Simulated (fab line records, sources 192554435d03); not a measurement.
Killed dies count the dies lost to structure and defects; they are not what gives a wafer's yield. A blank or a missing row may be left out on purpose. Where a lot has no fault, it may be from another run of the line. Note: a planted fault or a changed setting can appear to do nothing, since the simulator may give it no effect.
Split-lot experiment    flow n5_finfet    21 wafers read across 7 lots, on a route 1938 steps long

== SPLIT DETAILS ==
At N5_BEOL_M14_EXPOSE_07 (exposes mask V13), the setting dose_mj was moved away from the recipe's 57 on 9 of the 21 wafers read, by -7.4% to +3.1%. All remaining wafers had this setting at the recipe value.

== FROM THE SPLIT TO THE READING: what the file shows between them, 6 steps ==
- N5_BEOL_M14_PEB_08: peb time 90 s
- N5_BEOL_M14_DEVELOP_09: develop time 45 s
- N5_BEOL_M14_HARDBAKE_14: time 120 s
- N5_BEOL_M14_CD_MEAS_10: target cd 250 nm
- N5_BEOL_M14_STRIP_71: strips in post etch residue remover, time 60 s
- N5_BEOL_M14_SRD_72: time 30 s, dry time 30 s

== THE READING ==
cd_nm at N5_BEOL_M14_CD_MEAS_17, given in nm (cd target 250 nm). Typical for fault-free wafers on this fab line: 252 nm, with standard deviation 3.1 nm.

wafer   tool, chamber at the split  dose_mj as run  against the recipe  cd_nm, nm  against lot-mates on the recipe
L079.2  krf_scanner-02, 0           54.2            -4.9%               237        -12
L079.5  krf_scanner-02, 0           57              recipe              249        -
L079.6  krf_scanner-02, 0           54.2            -4.9%               240        -9
L081.1  krf_scanner-02, 0           52.79           -7.4%               237        -13
L081.3  krf_scanner-02, 0           57              recipe              250        -
L081.5  krf_scanner-02, 0           52.79           -7.4%               242        -8
L083.1  krf_scanner-02, 0           54.99           -3.5%               246        -5
L083.3  krf_scanner-02, 0           54.99           -3.5%               248        -3
L083.4  krf_scanner-02, 0           57              recipe              251        -
L084.2  krf_scanner-01, 0           57              recipe              254        -
L084.5  krf_scanner-01, 0           57              recipe              256        -
L084.6  krf_scanner-01, 0           57              recipe              253        -
L091.2  krf_scanner-02, 0           57              recipe              251        -
L091.4  krf_scanner-02, 0           58.37           +2.4%               255        +4
L091.6  krf_scanner-02, 0           58.37           +2.4%               256        +5
L094.1  krf_scanner-01, 0           57              recipe              255        -
L094.2  krf_scanner-01, 0           58.76           +3.1%               259        +7
L094.3  krf_scanner-01, 0           57              recipe              249        -
L095.1  krf_scanner-02, 0           57              recipe              253        -
L095.2  krf_scanner-02, 0           57              recipe              249        -
L095.3  krf_scanner-02, 0           57              recipe              248        -

THE FIT
A straight line over all 21 wafers: cd_nm changes by +1.87 nm for each +1% of dose_mj; r = +0.90; the points scatter about the line by 2.8 nm.
The same after taking each lot's own level away (the mean of its wafers on the recipe; 21 wafers): +1.65 nm for each +1%; r = +0.92; scatter 2.1 nm.
According to that fit, moving dose_mj by its largest amount changes the reading by 12 nm.
Measured against the standard deviation above, the lots' own levels, which go from 249.0 to 254.3 nm, span 1.7 times it.
So the lot-to-lot level changes the slope: the two fits differ.
Check: with one of the wafers moved furthest among these (-7.4%) left out of the fit, the line predicts -11.6 nm for it against its lot-mates. It came out at -13 nm against them.

== THESE WAFERS: OTHER SPLITS ==
Before the reading, these wafers also passed through other splits. Each is held against what the fit with the lots' levels taken away leaves over:
other split on the same wafers  wafers away from the commonest value  r with cd_nm (lot level and that fit taken away)
N5_BEOL_M12_COAT_66 spin_rpm    5                                     +0.04
N5_BEOL_M12_DEP_53 time_s       6                                     -0.33
N5_BEOL_M13_ILD_DEP_00 time_s   7                                     -0.50
N5_BEOL_M13_DEP_53 time_s       8                                     +0.05

== THE WHOLE CHAIN: every reading that the file lists as answering this split, in the file's order ==
step                    what it does      reading  change (the file's fit)               r (the file's)
N5_BEOL_M14_CD_MEAS_10  target cd 250 nm  cd_nm    +1.68 nm for each +1% of the setting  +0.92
N5_BEOL_M14_CD_MEAS_17  target cd 250 nm  cd_nm    +1.64 nm for each +1% of the setting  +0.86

== THE FILE'S OWN FIT ==
cd_nm changes by +1.64 nm for each +1% of dose_mj, r = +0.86.
